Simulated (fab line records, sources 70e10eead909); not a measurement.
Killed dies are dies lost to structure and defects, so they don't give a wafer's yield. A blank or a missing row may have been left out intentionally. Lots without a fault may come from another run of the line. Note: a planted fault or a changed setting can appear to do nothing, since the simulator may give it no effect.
What tool caused it? -- flow nandHarc -- 17 wafers from 6 lots sampled at 4 of the route's 1302 steps

WHAT THE GAUGES SHOWED, per wafer
NHARC_A_ONON_D2_THK_MEAS_02: measures by ellipsometry.
lot,measured,on,thkNm (nm)
L159,day 13 14:46,filmMetro-02,995 994 995
L166,day 16 00:38,filmMetro-01,1012 1013 1013
L167,day 17 01:41,filmMetro-01,990 991 989
L170,day 18 17:36,filmMetro-02,999 999 999
L172,day 19 02:32,filmMetro-02,1005 1006 1005
L175,day 20 02:12,filmMetro-02,988 987

WHAT TOOL EACH LOT RAN ON (gives the tool, then ch and the chambers of the sampled wafers, and finally the start)
lot,NHARC_A_CHANNEL_FILL_D1_ALD_14,NHARC_A_CHANNEL_FILL_D1_ALD_15,NHARC_A_DECK1_JOINT_ETCHBACK_00
L159,"aldHk-04 ch 0,1, day 10 11:35","aldSinBatch-01 ch 0, day 12 13:01 or earlier","rieSi-06 ch 0,1, day 12 13:01"
L166,"aldHk-03 ch 0,3, day 12 17:26","aldSinBatch-01 ch 0, day 14 22:15 or earlier","rieSi-05 ch 1,2, day 14 22:15"
L167,"aldHk-04 ch 0,2,3, day 13 22:01","aldSinBatch-02 ch 0, day 16 02:56 or earlier","rieSi-01 ch 0,1,2, day 16 02:56"
L170,"aldHk-04 ch 0,1,2, day 15 08:43","aldSinBatch-02 ch 0, day 17 12:17 or earlier","rieSi-06 ch 0,2,3, day 17 12:17"
L172,"aldHk-01 ch 0,1,2, day 15 19:12","aldSinBatch-02 ch 0, day 18 01:37 or earlier","rieSi-05 ch 0,1,2, day 18 01:37"
L175,"aldHk-01 ch 1,3, day 16 21:44","aldSinBatch-01 ch 0, day 18 23:14 or earlier","rieSi-05 ch 0,1, day 18 23:14"
- NHARC_A_CHANNEL_FILL_D1_ALD_14: deposits SiO2, target thk 2.5 nm, pulse time 10 s, ald cycles 25.
- NHARC_A_CHANNEL_FILL_D1_ALD_15: deposits SiNx, target thk 2 nm, pulse time 60 s, ald cycles 19.
- NHARC_A_DECK1_JOINT_ETCHBACK_00: etches the open film in HBr, target depth 30 nm, time 17.4 s.

THE ANSWER, worked out from the rows above alone
Rule: the lots themselves supply what counts as usual. Put in order of their means at a reading, lots are off if they are a third of the lots or fewer, leave a main group of 4 or more, and stand apart from it by a gap of 3 or more times the standard deviation of the main group's means; of several such gaps the widest counts. A main group is skipped when, at the precision printed for the reading in the tables above, its means are all equal. Also off: a lot with no number at a reading for which 4 or more lots have one. Any other lot the step has rows for is counted as sound.
None of the lots is off at any reading shown; this tells nothing.

WHAT HAD BEEN PUT IN BY THE SIMULATOR
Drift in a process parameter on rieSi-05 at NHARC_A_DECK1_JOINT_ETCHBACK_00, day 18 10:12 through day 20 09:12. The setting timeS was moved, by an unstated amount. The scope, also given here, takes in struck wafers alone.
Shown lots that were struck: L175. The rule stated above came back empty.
